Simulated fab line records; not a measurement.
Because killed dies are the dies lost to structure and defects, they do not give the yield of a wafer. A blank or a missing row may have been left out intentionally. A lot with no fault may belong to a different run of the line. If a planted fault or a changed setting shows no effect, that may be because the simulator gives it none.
fab line records + flow n5_finfet
record
- lots=4
- wafers=12
- last_day=17
route steps=1938 shown WELL_APT@35 PMOS_HMC_CHANNEL_EPI@57 BEOL_M4@1111
lots untouched by any fault: they come from a run of this same line in which no faults occurred
start_h: hours from the record's opening day to when the first of the lot's shown wafers began + wait_h: hours since the lot's step before + " identical to the entry in the row above + L1.1+2: several wafers, shown together as one row + - no value, or no start given + * or withheld: withheld + < > ~ a bound
route shown NAME@n: NAME is a module with steps in the file, n the number in the route of the first one + usual: the fault-free wafers' mean and standard deviation + same: alike in all rows + chamber/n: place in a boat + sites: each site's reading + _std_site: how widely they spread, as a standard deviation + _edge_site: outer sites' mean less inner sites' + radius_mm: how far each site lies from the wafer's centre + mask NAME#n: copy n + behind: the tool/chamber that last shaped the wafer + hold: cause of the lot's hold/its duration in hours/its outcome + device: whichever transistor did not switch (one of n, p or np) + end of line: at the end of the route, the tests of the same wafers + a step given without rows: its recipe and nothing more + killed: at the first sort, the dies lost to defects and structure; wafer yield is something else + map: a wafer's dies, marking killed ones x, the rest . and places with no die _
set.NAME: setting as actually run; set.NAME@STEP: the setting as run at that earlier step + model.NAME: the simulator's own value behind a step, which no gauge read
lots at some steps of the route; a table a step, a row a wafer
services: a tool's chamber out of use, with start hour (start_h, from the record's first day; less than 0 if before it), hours out, and reason
## steps
# step N5_WELL_APT_HMDS_18
# recipe
- time_s=60
- temp_c=120
# step N5_WELL_APT_COAT_19
# recipe
- spin_rpm=1357
- resist_thk_nm=950
# step N5_WELL_APT_EBR_21
# recipe
- solvent=PGMEA
- ebr_width_mm=1.5
# step N5_WELL_APT_SOFTBAKE_20
# recipe
- temp_c=130
- time_s=60
# step N5_WELL_APT_EXPOSE_22
# recipe
- mask_id=PWELL
- na=0.8
- source_shape=conventional
- sigma_outer=0.8
- polarization=unpolarized
- defocus_nm=0
- target_cd_nm=200
- dose_mj=23.2
# step N5_WELL_APT_PEB_23
# recipe
- peb_temp_c=130
- peb_time_s=90
# step N5_WELL_APT_DEVELOP_24
# recipe
- develop_time_s=45
- rinse_liquid=surfactant_rinse
- dry=air_spin
- dev_temp_c=21
# step N5_WELL_APT_HARDBAKE_29
# recipe
- temp_c=130
- time_s=120
# step N5_WELL_APT_DESCUM_30
# recipe
- chemistry=O2
- time_s=7.9
- source_power_w=50
- bias_power_w=20
- pressure_mtorr=20
- rf_frequency_hz=2.712e+07
- temp_c=40
- o2_flow_sccm=225
# step N5_WELL_APT_IMPLANT_31
# recipe
- species=B
- energy_kev=60
- dose_cm2=1.5e+13
- tilt_deg=0
- rotation_deg=0
# usual
- beam_energy_keV=59.998/0.02
- dose_ions_cm2=1.4997e+13/1.5e+10
- end_station_pressure_torr=5.14e-06/2.8e-07
- faraday_current_uA=190/3.9
| lot.wafer | tool         | chamber | start_h | wait_h | beam_energy_keV | dose_ions_cm2 | end_station_pressure_torr | faraday_current_uA |
|-----------|--------------|---------|---------|--------|-----------------|---------------|---------------------------|--------------------|
| L836.2    | implanter-02 | 0       | 39.14   | 0.1    | 59.957          | 1.501e+13     | 4.97e-06                  | 183                |
| L836.4    | "            | 0       | "       | "      | 59.957          | 1.4994e+13    | 5.24e-06                  | 186                |
| L836.6    | "            | 0       | "       | "      | 60.007          | 1.5008e+13    | 5.34e-06                  | 193                |
| L842.1    | implanter-02 | 0       | 75.36   | 0.1    | 59.980          | 1.0041e+13    | 4.98e-06                  | 131                |
| L842.3    | "            | 0       | "       | "      | 59.999          | 1.0065e+13    | 5.4e-06                   | 124                |
| L842.6    | "            | 0       | "       | "      | 59.980          | 1.0056e+13    | 4.81e-06                  | 125                |
| L844.2    | implanter-02 | 0       | 87.30   | 0.1    | 60.002          | 1.0049e+13    | 5.3e-06                   | 129                |
| L844.5    | "            | 0       | "       | "      | 59.988          | 1.0049e+13    | 4.96e-06                  | 127                |
| L844.6    | "            | 0       | "       | "      | 59.994          | 1.0056e+13    | 5.34e-06                  | 126                |
| L855.2    | implanter-01 | 0       | 153.23  | 0.1    | 59.998          | 1.5021e+13    | 5.35e-06                  | 188                |
| L855.4    | "            | 0       | "       | "      | 59.985          | 1.5014e+13    | 5.62e-06                  | 196                |
| L855.5    | "            | 0       | "       | "      | 59.992          | 1.4983e+13    | 4.86e-06                  | 198                |
# step N5_WELL_APT_IMPLANT_32
# recipe
- species=BF2
- energy_kev=50
- dose_cm2=2e+13
- tilt_deg=0
- rotation_deg=0
# step N5_WELL_APT_STRIP_33
# recipe
- chemistry=SPM
- time_s=900
- temp_c=130
- h2so4_h2o2_vol_ratio=4
- dry=ipa_marangoni
# step N5_WELL_APT_RTA_34
# recipe
- temp_c=1000
- time_s=10
- ambient=N2
- idle_temp_c=600
- ramp_up_c_per_s=150
- ramp_down_c_per_s=60
- cool_to_c=600
# step N5_WELL_APT_OXIDE_STRIP_42
# recipe
- chemistry=dHF
- dilution=25:1
- time_s=45
- temp_c=25
- target=SiO2
- target_depth_a=120
# step N5_WELL_APT_PRECLEAN_36
# recipe
- chemistry=O3/DIW
- time_s=45
- temp_c=22
- o3_ppm=10
# step N5_WELL_APT_PRECLEAN_39
# recipe
- chemistry=dHF
- time_s=60
- dilution=150:1
- temp_c=25
# step N5_WELL_APT_SRD_37
# recipe
- dry=ipa_marangoni
- do_ppb=5
- time_s=30
- temp_c=23
- rinse_liquid=diw
# step N5_WELL_APT_EPI_41
# recipe
- material=Si
- target_thk_a=500
- temp_c=650
- precursor=SiH4/H2
- pressure_torr=20
- time_s=297.7
# step N5_PMOS_HMC_CHANNEL_EPI_HM_DEP_34
# recipe
- material=SiO2
- target_thk_a=360
- temp_c=400
- precursor=TEOS/O2
- pressure_torr=6.5
- rf_w=900
- teos_flow_sccm=161.4
- gas=O2
- flow_sccm=2650
- time_s=6.9
# step N5_PMOS_HMC_CHANNEL_EPI_COAT_31
# recipe
- resist=BARC
- temp_c=205
- time_s=60
- spin_rpm=1500
- resist_thk_nm=66
# step N5_PMOS_HMC_CHANNEL_EPI_COAT_03
# recipe
- resist=CAR-ArF-block
- spin_rpm=1500
- resist_thk_nm=205
# step N5_PMOS_HMC_CHANNEL_EPI_EBR_05
# recipe
- solvent=PGMEA
- ebr_width_mm=1.5
# step N5_PMOS_HMC_CHANNEL_EPI_SOFTBAKE_04
# recipe
- temp_c=110
- time_s=60
- resist=CAR-ArF-block
# step N5_PMOS_HMC_CHANNEL_EPI_EXPOSE_06
# recipe
- mask_id=PMOS_HMC_BLK
- na=1.35
- source_shape=conventional
- sigma_outer=0.8
- polarization=unpolarized
- target_cd_nm=240
- dose_mj=41
# step N5_PMOS_HMC_CHANNEL_EPI_PEB_07
# recipe
- peb_temp_c=110
- peb_time_s=60
- resist=CAR-ArF-block
# step N5_PMOS_HMC_CHANNEL_EPI_DEVELOP_08
# recipe
- develop_time_s=30
- developer=TMAH
- resist=CAR-ArF-block
- dev_temp_c=23
- rinse_liquid=diw
- dry=air_spin
# step N5_PMOS_HMC_CHANNEL_EPI_DESCUM_14
# recipe
- chemistry=O2
- time_s=7.9
- source_power_w=50
- bias_power_w=20
- pressure_mtorr=20
- rf_frequency_hz=2.712e+07
- temp_c=40
- resist=CAR-ArF-block
- o2_flow_sccm=225
# step N5_PMOS_HMC_CHANNEL_EPI_ETCH_32
# recipe
- chemistry=N2/H2
- target=BARC
- stop_on=SiO2
- target_depth_a=858
- over_etch_frac=0.3
- time_s=50.3
- ion_energy_ev=200
- mask_material=CAR-ArF-block
- pressure_mtorr=30
- source_w=840
- bias_w=150
- n2_flow_sccm=200
- h2_flow_sccm=200
# step N5_PMOS_HMC_CHANNEL_EPI_HM_OPEN_15
# recipe
- chemistry=CHF3/O2
- target=SiO2
- mask_material=CAR-ArF-block
- target_depth_a=406
- CHF3_flow_sccm=50
- O2_flow_sccm=5
- Ar_flow_sccm=200
- time_s=20.3
- pressure_mtorr=30
- source_w=650
- bias_w=170
- ion_energy_ev=200
# step N5_PMOS_HMC_CHANNEL_EPI_STRIP_33
# recipe
- chemistry=N2/H2
- power_w=500
- temp_c=40
- pressure_mtorr=50
- rf_frequency_hz=6e+07
- overash_fraction=0.3
- bias_power_w=8
- h2_frac=0.5
- n2_flow_sccm=300
- h2_flow_sccm=300
# step N5_PMOS_HMC_CHANNEL_EPI_STRIP_17
# recipe
- chemistry=SPM
- time_s=750
- temp_c=130
- h2so4_h2o2_vol_ratio=4
- dry=ipa_marangoni
# step N5_PMOS_HMC_CHANNEL_EPI_ETCH_38
# recipe
- chemistry=CF4
- target=SiO2
- target_depth_a=15
- ion_energy_ev=350
- pressure_mtorr=10
- icp_w=800
- bias_w=400
- cf4_flow_sccm=80
# step N5_PMOS_HMC_CHANNEL_EPI_FIN_RECESS_16
# recipe
- chemistry=HBr/Cl2
- target=Si
- mask_material=SiO2
- target_depth_a=540
- time_s=18
- pressure_mtorr=10
- icp_w=800
- bias_w=75
- HBr_flow_sccm=150
- Cl2_flow_sccm=80
# step N5_PMOS_HMC_CHANNEL_EPI_PRECLEAN_36
# recipe
- chemistry=O3/DIW
- time_s=45
- temp_c=22
- o3_ppm=10
# step N5_PMOS_HMC_CHANNEL_EPI_PRECLEAN_18
# recipe
- chemistry=DHF
- time_s=30
- temp_c=25
- dilution=withheld
# step N5_BEOL_M4_RC_MEAS_101
# usual
- DIBL_N=37.5/2.5
- DIBL_P=38/3.1
- IOFF_N=0.19/0.059
- IOFF_P=0.24/0.061
- ION_N=679/16
- ION_P=465/9.8
- RS_PWELL=3012/23
- SS_N=72.0/0.8
- SS_P=73.7/0.86
- VT_N=248/4.5
- VT_P=-249/3.5
| lot.wafer | tool      | chamber | start_h | wait_h | DIBL_N[mV/V] | DIBL_P[mV/V] | IOFF_N[nA/um] | IOFF_P[nA/um] | ION_N[uA/um] | ION_P[uA/um] | RS_PWELL[ohm/sq] | SS_N[mV/dec] | SS_P[mV/dec] | VT_N[mV] | VT_P[mV] |
|-----------|-----------|---------|---------|--------|--------------|--------------|---------------|---------------|--------------|--------------|------------------|--------------|--------------|----------|----------|
| L836.2    | prober-02 | 0       | 188.73  | 0.2    | 38.9         | 40           | 0.23          | 0.30          | 696          | 482          | 3011             | 72.1         | 75.0         | 243      | -243     |
| L836.4    | "         | 0       | "       | "      | 41.6         | 43           | 0.28          | 0.39          | 689          | 470          | 3041             | 72.6         | 75.5         | 242      | -244     |
| L836.6    | "         | 0       | "       | "      | 37.1         | 36           | 0.17          | 0.23          | 676          | 466          | 3012             | 71.8         | 73.8         | 247      | -248     |
| L842.1    | prober-01 | 0       | 251.41  | 0.0    | 34.7         | 36           | 0.16          | 0.24          | 683          | 473          | 3813             | 71.0         | 73.0         | 247      | -246     |
| L842.3    | "         | 0       | "       | "      | 38.7         | 41           | 0.25          | 0.35          | 710          | 487          | 3817             | 72.4         | 74.7         | 241      | -242     |
| L842.6    | "         | 0       | "       | "      | 34.1         | 35           | 0.15          | 0.22          | 683          | 476          | 3831             | 71.6         | 73.2         | 248      | -249     |
| L844.2    | prober-02 | 0       | 253.39  | 0.2    | 37.7         | 38           | 0.20          | 0.22          | 663          | 450          | 3805             | 71.7         | 73.8         | 244      | -250     |
| L844.5    | "         | 0       | "       | "      | 35.4         | 35           | 0.16          | 0.18          | 665          | 454          | 3804             | 72.1         | 73.3         | 249      | -255     |
| L844.6    | "         | 0       | "       | "      | 36.9         | 36           | 0.17          | 0.19          | 658          | 445          | 3795             | 71.7         | 73.3         | 250      | -253     |
| L855.2    | prober-02 | 0       | 317.28  | 0.2    | 30.9         | 31           | 0.10          | 0.14          | 652          | 455          | 3051             | 71.1         | 71.5         | 255      | -251     |
| L855.4    | "         | 0       | "       | "      | 37.6         | 40           | 0.22          | 0.30          | 704          | 479          | 3030             | 72.7         | 73.4         | 244      | -245     |
| L855.5    | "         | 0       | "       | "      | 32.4         | 35           | 0.13          | 0.20          | 667          | 470          | 3062             | 71.5         | 73.3         | 251      | -252     |
## services
| tool         | chamber | start_h | hours | kind   |
|--------------|---------|---------|-------|--------|
| implanter-01 | -       | 33.34   | 6.1   | repair |
| implanter-01 | -       | 39.47   | 5.4   | pm     |
| implanter-01 | -       | 48.52   | 9.1   | pm     |
| implanter-02 | -       | 143.81  | 3.9   | pm     |
## key
first_sign
- step=N5_WELL_APT_IMPLANT_31
- reading=dose_ions_cm2
- direction=down
- sigmas=99+
- usual=1.4997e+13
- struck=1.0053e+13
effect
- step=N5_WELL_APT_IMPLANT_31
- reading=faraday_current_uA
- direction=down
- sigmas=16
- usual=190
- struck=127
effect
- step=N5_BEOL_M4_RC_MEAS_101
- reading=RS_PWELL
- direction=up
- sigmas=35
- usual=3012
- struck=3811
met_at N5_WELL_APT_IMPLANT_31
struck_wafers L842.1,L842.3,L842.6,L844.2,L844.5,L844.6
onset_between 39.14 75.36
fault
- kind=process_parameter_drift
- tool=implanter-02
- chamber=-
- onset_h=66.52
- steps=N5_WELL_APT_IMPLANT_31
- channel=dose_cm2
- offset=-4.9471e+12
- shape=step
- end_h=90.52
- acts_in=these_recipes_only
- stated=1.5e+13
